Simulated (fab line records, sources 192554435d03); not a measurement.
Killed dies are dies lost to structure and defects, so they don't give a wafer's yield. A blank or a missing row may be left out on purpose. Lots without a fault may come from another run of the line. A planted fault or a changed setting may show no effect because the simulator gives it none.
fab line records | flow n5_finfet | part 1 of 2: steps 1 to 28 of 34
record lots=5 wafers=15 last_day=18
route steps=1938 shown PASSIVATION@1900
lots that met no fault: from a run of the same line without faults
start_h: hours from the record's first day to the start of the lot's first wafer shown | wait_h: hours since the lot's step before | " the same as in the row above | L1.1+2: a row that stands for several wafers | - no value, or no start given | * or withheld: withheld | < > ~ a bound
route shown NAME@n: a module of which the file shows steps, and the number in the route of the first | usual: mean/standard deviation of fault-free wafers | same: alike in all rows | chamber/n: place in a boat | sites: the reading at each site | _std_site: their standard deviation | _edge_site: outer sites' mean less inner sites' | radius_mm: how far each site lies from the wafer's centre | mask NAME#n: copy n | behind: the tool/chamber that last shaped the wafer | hold: why the lot was held/for how many hours/how that ended | device: the transistor (n, p or np) that didn't switch | end of line: the same wafers' tests at the end of the route | a step without rows: its recipe alone | killed: dies lost to structure and defects at the first sort, not the wafer's yield | map: a wafer's dies, x killed, . not, _ none there
set.NAME: the setting as run; set.NAME@STEP: as run at that earlier step | model.NAME: the simulator's own value behind a step, which no gauge read
lots at some steps of the route; a table a step, a row a wafer
services: from which hour (start_h, from the record's first day; less than 0 if before it) a tool's chamber was out of use, for how many hours, and why
## steps
# step N5_PASSIVATION_SOFTBAKE_25
# recipe temp_c=100 time_s=90
# usual plate_temp_C=99.98/0.14
# columns lot.wafer tool chamber start_h wait_h plate_temp_C
L082.2 litho_track-03 0 - - 100.02
L082.3 " 0 " " 99.95
L082.5 " 0 " " 100.13
L088.1 litho_track-05 0 - - 100.14
L088.2 " 0 " " 99.99
L088.6 " 0 " " 99.95
L090.4 litho_track-03 0 - - 99.90
L090.5 " 0 " " 99.89
L090.6 " 0 " " 99.94
L095.2 litho_track-03 0 - - 100.05
L095.3 " 0 " " 99.84
L095.5 " 0 " " 99.97
L097.1 litho_track-03 0 - - 99.95
L097.3 " 0 " " 99.92
L097.4 " 0 " " 99.88
# step N5_PASSIVATION_EXPOSE_27
# recipe mask_id=PAD na=0.55 source_shape=conventional sigma_outer=0.8 polarization=unpolarized defocus_nm=0 dose_mj=32.3
# columns lot.wafer tool chamber start_h wait_h mask
L082.2+3+5 krf_scanner-01 0 321.69 - PAD#0
L088.1+2+6 krf_scanner-01 0 356.17 - PAD#0
L090.4+5+6 krf_scanner-02 0 369.64 - PAD#0
L095.2+3+5 krf_scanner-01 0 395.05 - PAD#0
L097.1+3+4 krf_scanner-01 0 426.93 - PAD#0
# step N5_PASSIVATION_PEB_28
# recipe peb_temp_c=withheld peb_time_s=*
# columns lot.wafer tool chamber start_h wait_h
L082.2+3+5 litho_track-03 0 321.74 0.0
L088.1+2+6 litho_track-03 0 356.23 0.1
L090.4+5+6 litho_track-05 0 369.68 0.0
L095.2+3+5 litho_track-03 0 395.10 0.0
L097.1+3+4 litho_track-03 0 426.99 0.1
# step N5_PASSIVATION_DEVELOP_29
# recipe develop_time_s=60 rinse_liquid=diw dry=air_spin dev_temp_c=21
# columns lot.wafer tool chamber start_h wait_h
L082.2+3+5 litho_track-03 0 - -
L088.1+2+6 litho_track-03 0 - -
L090.4+5+6 litho_track-05 0 - -
L095.2+3+5 litho_track-03 0 - -
L097.1+3+4 litho_track-03 0 - -
# step N5_PASSIVATION_HARDBAKE_31
# recipe temp_c=130 time_s=120
# usual plate_temp_C=129.98/0.15
# columns lot.wafer tool chamber start_h wait_h plate_temp_C
L082.2 litho_track-03 0 - - 129.97
L082.3 " 0 " " 130.19
L082.5 " 0 " " 130.05
L088.1 litho_track-03 0 - - 129.91
L088.2 " 0 " " 129.64
L088.6 " 0 " " 129.86
L090.4 litho_track-05 0 - - 129.83
L090.5 " 0 " " 129.78
L090.6 " 0 " " 129.73
L095.2 litho_track-03 0 - - 130.01
L095.3 " 0 " " 130.12
L095.5 " 0 " " 129.96
L097.1 litho_track-03 0 - - 129.88
L097.3 " 0 " " 129.86
L097.4 " 0 " " 129.76
# step N5_PASSIVATION_CD_MEAS_30
# recipe target_cd_nm=4000 landing_energy_ev=500 detector=se_inlens polarity=opening
# usual cd_nm=4002.0/2.5
# columns lot.wafer tool chamber start_h wait_h cd_nm
L082.2 cd_sem-03 0 321.86 - 3999.4
L082.3 " 0 " " 4002.5
L082.5 " 0 " " 4004.5
L088.1 cd_sem-02 0 356.35 - 4004.5
L088.2 " 0 " " 4002.8
L088.6 " 0 " " 4006.9
L090.4 cd_sem-02 0 369.80 - 4000.1
L090.5 " 0 " " 3998.9
L090.6 " 0 " " 4002.8
L095.2 cd_sem-03 0 395.22 - 4001.1
L095.3 " 0 " " 4002.6
L095.5 " 0 " " 4005.3
L097.1 cd_sem-03 0 427.10 - 4000.8
L097.3 " 0 " " 4000.0
L097.4 " 0 " " 4001.1
# step N5_PASSIVATION_OVL_MEAS_63
# recipe points_per_wafer=44
# usual PAD_OVL=-4/6.2
# columns lot.wafer tool chamber start_h wait_h PAD_OVL[nm]
L082.2 overlay-02 0 321.89 0.0 -4
L082.3 " 0 " " -1
L082.5 " 0 " " -8
L088.1 overlay-01 0 356.38 0.0 -7
L088.2 " 0 " " -9
L088.6 " 0 " " -18
L090.4 overlay-01 0 369.83 0.0 -1
L090.5 " 0 " " 8
L090.6 " 0 " " 2
L095.2 overlay-01 0 395.25 0.0 3
L095.3 " 0 " " -8
L095.5 " 0 " " -8
L097.1 overlay-01 0 427.14 0.0 -6
L097.3 " 0 " " -12
L097.4 " 0 " " 0
# step N5_PASSIVATION_INSPECT_64
# recipe mode=adi inspect_instrument=macro
# usual raw_defect_count=2.3/1.5
# columns lot.wafer tool chamber start_h wait_h raw_defect_count
L082.2 defect_inspect-02 - 321.92 0.0 3
L082.3 " - " " 4
L082.5 " - " " 3
L088.1 defect_inspect-01 - 356.40 0.0 3
L088.2 " - " " 3
L088.6 " - " " 0
L090.4 defect_inspect-01 - 369.85 0.0 1
L090.5 " - " " 0
L090.6 " - " " 1
L095.2 defect_inspect-01 - 395.27 0.0 8
L095.3 " - " " 4
L095.5 " - " " 2
L097.1 defect_inspect-02 - 427.16 0.0 1
L097.3 " - " " 2
L097.4 " - " " 3
# step N5_PASSIVATION_DESCUM_32
# recipe chemistry=O2 time_s=7.9 source_power_w=50 bias_power_w=20 pressure_mtorr=20 rf_frequency_hz=2.712e+07 temp_c=40 o2_flow_sccm=225
# usual drypump_motor_current_A=5.5/0.43 oes_product_au=0.78/0.067 rf_vpp_V=243.8/1.3 showerhead_plenum_p_Torr=2.13/0.064 throttle_valve_pct=20.45/0.26
# columns lot.wafer tool chamber start_h wait_h drypump_motor_current_A oes_product_au rf_hours_counter_h rf_vpp_V showerhead_plenum_p_Torr throttle_valve_pct
L082.2 rie_diel-01 2 321.95 0.0 5.2 0.75 140 244.0 2.07 20.00
L082.3 " 0 " " 6.0 0.92 34 244.5 2.20 20.13
L082.5 " 0 " " 6.0 0.91 - 247.0 2.20 20.12
L088.1 rie_diel-02 3 356.44 0.0 5.2 0.70 190 242.6 2.09 20.66
L088.2 " 1 " " 5.0 0.73 159 244.1 2.20 20.63
L088.6 " 0 " " 4.9 0.73 - 242.3 2.07 20.46
L090.4 rie_diel-02 3 369.88 0.0 5.2 0.70 194 243.3 2.09 20.65
L090.5 " 2 " " 6.4 0.79 - 245.4 2.17 20.29
L090.6 " 1 " " 5.0 0.73 - 244.0 2.20 20.63
L095.2 rie_diel-01 2 395.30 0.0 5.2 0.73 165 242.2 2.06 20.02
L095.3 " 3 " " 5.7 0.70 198 241.3 2.08 20.85
L095.5 " 3 " " 5.7 0.70 - 242.1 2.08 20.88
L097.1 rie_diel-01 1 427.19 0.0 5.7 0.76 112 245.7 2.19 20.74
L097.3 " 0 " " 6.1 0.85 67 246.0 2.19 20.19
L097.4 " 1 " " 5.7 0.76 - 245.0 2.19 20.75
# step N5_PASSIVATION_AL_ETCH_33
# recipe chemistry=Cl2/BCl3 target_depth_a=28000 over_etch_frac=0.15 Cl2_flow_sccm=180 bcl3_flow_sccm=60 target=Al stop_on=TaN time_s=466.7 ion_energy_ev=100 pressure_mtorr=10 icp_w=900 bias_w=100
# usual bias_w=99.99/0.28 drypump_motor_current_A=5.7/0.39 oes_product_au=0.71/0.064 throttle_valve_pct=34.1/0.42
# columns lot.wafer tool chamber start_h wait_h bias_w drypump_motor_current_A oes_product_au rf_hours_counter_h throttle_valve_pct
L082.2 rie_metal-02 1 322.04 0.1 99.51 6.4 0.66 51 33.5
L082.3 " 0 " " 100.10 5.7 0.67 - 33.9
L082.5 " 1 " " 99.81 6.4 0.68 - 33.5
L088.1 rie_metal-02 0 356.53 0.1 100.27 5.6 0.65 62 33.9
L088.2 " 1 " " 100.22 6.3 0.66 55 33.5
L088.6 " 0 " " 99.83 5.7 0.65 - 33.9
L090.4 rie_metal-02 1 370.10 0.2 99.89 6.3 0.65 - 33.6
L090.5 " 1 " " 99.63 6.3 0.66 - 33.5
L090.6 " 0 " " 100.10 5.7 0.64 - 34.0
L095.2 rie_metal-02 0 395.40 0.1 100.59 5.7 0.64 65 34.0
L095.3 " 0 " " 99.90 5.6 0.64 - 34.0
L095.5 " 1 " " 100.01 6.3 0.66 - 33.5
L097.1 rie_metal-01 0 427.28 0.1 99.55 5.2 0.73 31 34.3
L097.3 " 0 " " 99.71 5.2 0.74 - 34.3
L097.4 " 1 " " 100.09 5.5 0.77 - 34.8
# step N5_PASSIVATION_ETCH_59
# recipe chemistry=Cl2/BCl3 target=TaN target_depth_a=650 time_s=34.9 ion_energy_ev=100 pressure_mtorr=10 icp_w=900 bias_w=100 Cl2_flow_sccm=60 bcl3_flow_sccm=30
# usual bias_w=99.96/0.29 drypump_motor_current_A=5.7/0.39 oes_product_au=0.78/0.076 throttle_valve_pct=21.01/0.23
# columns lot.wafer tool chamber start_h wait_h bias_w drypump_motor_current_A oes_product_au rf_hours_counter_h throttle_valve_pct
L082.2 rie_metal-02 1 322.44 0.3 99.76 6.3 0.72 52 20.66
L082.3 " 0 " " 99.96 5.7 0.70 - 20.95
L082.5 " 1 " " 99.77 6.3 0.73 - 20.64
L088.1 rie_metal-02 0 356.93 0.3 99.69 5.6 0.70 63 20.96
L088.2 " 1 " " 100.21 6.3 0.72 55 20.63
L088.6 " 0 " " 99.85 5.7 0.70 - 20.96
L090.4 rie_metal-02 1 370.40 0.2 100.35 6.3 0.72 - 20.65
L090.5 " 1 " " 99.94 6.3 0.72 - 20.63
L090.6 " 0 " " 100.09 5.7 0.70 - 20.96
L095.2 rie_metal-02 0 395.80 0.3 100.17 5.7 0.70 66 20.93
L095.3 " 0 " " 99.93 5.6 0.70 - 20.94
L095.5 " 1 " " 99.78 6.3 0.71 - 20.65
L097.1 rie_metal-01 0 427.68 0.3 100.22 5.2 0.83 31 21.27
L097.3 " 0 " " 100.31 5.2 0.83 - 21.25
L097.4 " 1 " " 99.94 5.5 0.87 - 21.24
# step N5_PASSIVATION_STRIP_34
# recipe chemistry=O2 power_w=600 temp_c=60 pressure_mtorr=30 rf_frequency_hz=6e+07 bias_power_w=0 overash_fraction=2 o2_flow_sccm=225
# usual drypump_motor_current_A=5.5/0.43 oes_product_au=0.78/0.064 rf_vpp_V=3.6/1.5 showerhead_plenum_p_Torr=2.14/0.063 throttle_valve_pct=16.68/0.25
# columns lot.wafer tool chamber start_h wait_h drypump_motor_current_A oes_product_au rf_hours_counter_h rf_vpp_V showerhead_plenum_p_Torr throttle_valve_pct
L082.2 rie_diel-05 3 322.61 0.1 5.1 0.79 129 0.5 2.12 16.86
L082.3 " 1 " " 5.6 0.74 186 1.4 2.21 16.59
L082.5 " 0 " " 5.4 0.82 - 2.2 2.02 16.71
L088.1 rie_diel-01 2 357.04 0.1 5.2 0.71 152 1.6 2.07 16.30
L088.2 " 0 " " 6.0 0.88 46 2.3 2.20 16.48
L088.6 " 0 " " 6.0 0.87 - 2.9 2.20 16.48
L090.4 rie_diel-01 2 370.49 0.1 5.2 0.73 157 6.0 2.07 16.33
L090.5 " 1 " " 5.7 0.80 - 4.6 2.20 16.94
L090.6 " 0 " " 6.0 0.88 - 2.7 2.20 16.40
L095.2 rie_diel-02 2 395.96 0.1 6.4 0.80 122 4.5 2.17 16.59
L095.3 " 0 " " 4.8 0.72 223 1.9 2.07 16.77
L095.5 " 0 " " 4.8 0.72 - 2.5 2.07 16.68
L097.1 rie_diel-05 0 427.80 0.1 5.4 0.79 134 4.8 2.00 16.78
L097.3 " 2 " " 5.1 0.86 67 3.3 2.13 16.41
L097.4 " 3 " " 5.1 0.77 163 0.3 2.10 16.94
# step N5_PASSIVATION_STRIP_51
# recipe chemistry=post_etch_residue_remover time_s=1200 temp_c=72.5
# columns lot.wafer tool chamber start_h wait_h
L082.2+3+5 wet_bench-01 2,6,3 322.68 -
L088.1+2+6 wet_bench-02 4,3,6 357.11 -
L090.4+5+6 wet_bench-01 0,6,3 370.56 -
L095.2+3+5 wet_bench-04 1,4,6 396.03 -
L097.1+3+4 wet_bench-02 6,1,7 427.87 -
# step N5_PASSIVATION_CLEAN_69
# recipe chemistry=IPA time_s=180 temp_c=25
# columns lot.wafer tool chamber start_h wait_h
L082.2+3+5 wet_bench-01 2,6,3 323.02 0.0
L088.1+2+6 wet_bench-02 4,3,6 357.44 0.0
L090.4+5+6 wet_bench-01 0,6,3 370.89 0.0
L095.2+3+5 wet_bench-04 1,4,6 396.36 0.0
L097.1+3+4 wet_bench-02 6,1,7 428.23 0.0
# step N5_PASSIVATION_SRD_70
# recipe dry=ipa_marangoni time_s=30 temp_c=23 rinse_liquid=diw
# columns lot.wafer tool chamber start_h wait_h
L082.2+3+5 wet_bench-01 2,6,3 323.07 0.0
L088.1+2+6 wet_bench-02 4,3,6 357.50 0.0
L090.4+5+6 wet_bench-01 0,6,3 370.94 0.0
L095.2+3+5 wet_bench-04 1,4,6 396.41 0.0
L097.1+3+4 wet_bench-02 6,1,7 428.29 0.0
# step N5_PASSIVATION_PECVD_53
# recipe material=SiO2 target_thk_a=8000 temp_c=400 precursor=TEOS/O2 pressure_torr=6.5 rf_w=withheld teos_flow_sccm=withheld gas=O2 flow_sccm=2650 time_s=169.4
# columns lot.wafer tool chamber start_h wait_h
L082.2+3+5 pecvd-03 2,0,0 323.12 0.0
L088.1+2+6 pecvd-02 0,1,1 357.54 0.0
L090.4+5+6 pecvd-03 1,0,2 371.04 0.1
L095.2+3+5 pecvd-04 0,2,2 396.46 0.0
L097.1+3+4 pecvd-04 0,0,1 428.34 0.0
# step N5_PASSIVATION_PECVD_35
# recipe material=SiNx target_thk_a=7000 temp_c=400 precursor=SiH4/NH3/N2 pressure_torr=4.9 rf_w=1406 time_s=151.3
# usual heater_power_w=391/120 showerhead_plenum_p_Torr=8.71/0.098 throttle_valve_pct=29.2/1
# columns lot.wafer tool chamber start_h wait_h heater_power_w showerhead_plenum_p_Torr throttle_valve_pct
L082.2 pecvd-03 2 323.23 0.1 251 8.67 27.8
L082.3 " 0 " " 419 8.59 29.2
L082.5 " 0 " " 287 8.60 29.4
L088.1 pecvd-02 0 357.65 0.1 259 8.75 29.8
L088.2 " 1 " " 309 8.81 30.5
L088.6 " 1 " " 352 8.81 30.7
L090.4 pecvd-03 1 371.15 0.1 363 8.69 30.5
L090.5 " 0 " " 398 8.62 29.7
L090.6 " 2 " " 370 8.68 28.1
L095.2 pecvd-04 0 396.63 0.1 344 8.77 29.4
L095.3 " 2 " " 675 8.89 28.9
L095.5 " 2 " " 690 8.87 29.1
L097.1 pecvd-04 0 428.50 0.1 394 8.78 29.3
L097.3 " 0 " " 427 8.80 29.5
L097.4 " 1 " " 577 8.69 26.3
# step N5_PASSIVATION_HMDS_37
# recipe time_s=60 temp_c=120
# usual plate_temp_C=119.99/0.12
# columns lot.wafer tool chamber start_h wait_h plate_temp_C
L082.2 litho_track-03 0 323.36 0.1 119.92
L082.3 " 0 " " 120.03
L082.5 " 0 " " 120.01
L088.1 litho_track-05 0 357.79 0.1 119.94
L088.2 " 0 " " 119.85
L088.6 " 0 " " 119.97
L090.4 litho_track-03 0 371.24 0.0 119.94
L090.5 " 0 " " 119.97
L090.6 " 0 " " 119.85
L095.2 litho_track-03 0 396.82 0.1 119.97
L095.3 " 0 " " 119.93
L095.5 " 0 " " 120.02
L097.1 litho_track-05 0 428.69 0.1 120.09
L097.3 " 0 " " 120.05
L097.4 " 0 " " 120.28
# step N5_PASSIVATION_COAT_38
# recipe spin_rpm=3000 resist_thk_nm=withheld
# columns lot.wafer tool chamber start_h wait_h
L082.2+3+5 litho_track-03 0 - -
L088.1+2+6 litho_track-05 0 - -
L090.4+5+6 litho_track-03 0 - -
L095.2+3+5 litho_track-03 0 - -
L097.1+3+4 litho_track-05 0 - -
# step N5_PASSIVATION_EBR_40
# recipe solvent=PGMEA ebr_width_mm=1.5
# columns lot.wafer tool chamber start_h wait_h
L082.2+3+5 litho_track-03 0 - -
L088.1+2+6 litho_track-05 0 - -
L090.4+5+6 litho_track-03 0 - -
L095.2+3+5 litho_track-03 0 - -
L097.1+3+4 litho_track-05 0 - -
# step N5_PASSIVATION_SOFTBAKE_39
# recipe temp_c=110 time_s=120
# usual plate_temp_C=110.01/0.13
# columns lot.wafer tool chamber start_h wait_h plate_temp_C
L082.2 litho_track-03 0 - - 110.09
L082.3 " 0 " " 110.08
L082.5 " 0 " " 109.97
L088.1 litho_track-05 0 - - 110.21
L088.2 " 0 " " 110.16
L088.6 " 0 " " 110.14
L090.4 litho_track-03 0 - - 109.82
L090.5 " 0 " " 109.78
L090.6 " 0 " " 109.79
L095.2 litho_track-03 0 - - 110.01
L095.3 " 0 " " 109.93
L095.5 " 0 " " 109.99
L097.1 litho_track-05 0 - - 109.87
L097.3 " 0 " " 109.97
L097.4 " 0 " " 110.00
# step N5_PASSIVATION_EXPOSE_41
# recipe mask_id=PASS_OPEN na=0.55 defocus_nm=0 source_shape=conventional sigma_outer=0.8 polarization=unpolarized target_cd_nm=40000 dose_mj=57.25
# columns lot.wafer tool chamber start_h wait_h mask
L082.2+3+5 krf_scanner-01 0 323.61 - PASS_OPEN#0
L088.1+2+6 krf_scanner-01 0 357.91 - PASS_OPEN#0
L090.4+5+6 krf_scanner-01 0 371.37 - PASS_OPEN#0
L095.2+3+5 krf_scanner-01 0 397.07 - PASS_OPEN#0
L097.1+3+4 krf_scanner-01 0 428.93 - PASS_OPEN#0
# step N5_PASSIVATION_PEB_42
# recipe peb_temp_c=withheld peb_time_s=*
# columns lot.wafer tool chamber start_h wait_h
L082.2+3+5 litho_track-02 0 323.67 0.0
L088.1+2+6 litho_track-05 0 357.97 0.1
L090.4+5+6 litho_track-05 0 371.41 0.0
L095.2+3+5 litho_track-05 0 397.12 0.0
L097.1+3+4 litho_track-02 0 428.99 0.1
# step N5_PASSIVATION_DEVELOP_43
# recipe develop_time_s=60 rinse_liquid=diw dry=air_spin dev_temp_c=21
# columns lot.wafer tool chamber start_h wait_h
L082.2+3+5 litho_track-02 0 - -
L088.1+2+6 litho_track-05 0 - -
L090.4+5+6 litho_track-05 0 - -
L095.2+3+5 litho_track-05 0 - -
L097.1+3+4 litho_track-02 0 - -
# step N5_PASSIVATION_HARDBAKE_45
# recipe temp_c=130 time_s=120
# usual plate_temp_C=130.00/0.13
# columns lot.wafer tool chamber start_h wait_h plate_temp_C
L082.2 litho_track-02 0 - - 130.19
L082.3 " 0 " " 129.95
L082.5 " 0 " " 129.92
L088.1 litho_track-05 0 - - 130.31
L088.2 " 0 " " 130.13
L088.6 " 0 " " 130.14
L090.4 litho_track-05 0 - - 129.99
L090.5 " 0 " " 130.02
L090.6 " 0 " " 130.18
L095.2 litho_track-05 0 - - 130.12
L095.3 " 0 " " 129.93
L095.5 " 0 " " 129.73
L097.1 litho_track-02 0 - - 130.02
L097.3 " 0 " " 130.12
L097.4 " 0 " " 130.09
# step N5_PASSIVATION_CD_MEAS_44
# recipe target_cd_nm=40000 landing_energy_ev=500 detector=se_inlens
# usual cd_nm=40003/4.5
# columns lot.wafer tool chamber start_h wait_h cd_nm
L082.2 cd_sem-03 0 323.79 - 40011
L082.3 " 0 " " 40006
L082.5 " 0 " " 40008
L088.1 cd_sem-03 0 358.09 - 40000
L088.2 " 0 " " 40004
L088.6 " 0 " " 39996
L090.4 cd_sem-02 0 371.54 - 40003
L090.5 " 0 " " 40005
L090.6 " 0 " " 40000
L095.2 cd_sem-01 0 397.24 - 40000
L095.3 " 0 " " 39994
L095.5 " 0 " " 39998
L097.1 cd_sem-03 0 429.11 - 39998
L097.3 " 0 " " 40007
L097.4 " 0 " " 40009
# step N5_PASSIVATION_OVL_MEAS_66
# recipe points_per_wafer=44
# usual PASS_OPEN_OVL=-3/5
# columns lot.wafer tool chamber start_h wait_h PASS_OPEN_OVL[nm]
L082.2 overlay-02 0 323.82 0.0 -2
L082.3 " 0 " " 1
L082.5 " 0 " " -4
L088.1 overlay-02 0 358.12 0.0 2
L088.2 " 0 " " -5
L088.6 " 0 " " -2
L090.4 overlay-02 0 371.56 0.0 -4
L090.5 " 0 " " -12
L090.6 " 0 " " -4
L095.2 overlay-02 0 397.27 0.0 -3
L095.3 " 0 " " -5
L095.5 " 0 " " 5
L097.1 overlay-01 0 429.14 0.0 -2
L097.3 " 0 " " -4
L097.4 " 0 " " -9
# step N5_PASSIVATION_INSPECT_67
# recipe mode=adi inspect_instrument=macro
# usual raw_defect_count=2.1/1.4
# columns lot.wafer tool chamber start_h wait_h raw_defect_count
L082.2 defect_inspect-01 - 323.84 0.0 3
L082.3 " - " " 4
L082.5 " - " " 4
L088.1 defect_inspect-01 - 358.14 0.0 1
L088.2 " - " " 4
L088.6 " - " " 0
L090.4 defect_inspect-01 - 371.59 0.0 0
L090.5 " - " " 0
L090.6 " - " " 2
L095.2 defect_inspect-01 - 397.29 0.0 3
L095.3 " - " " 5
L095.5 " - " " 1
L097.1 defect_inspect-01 - 429.17 0.0 1
L097.3 " - " " 3
L097.4 " - " " 3
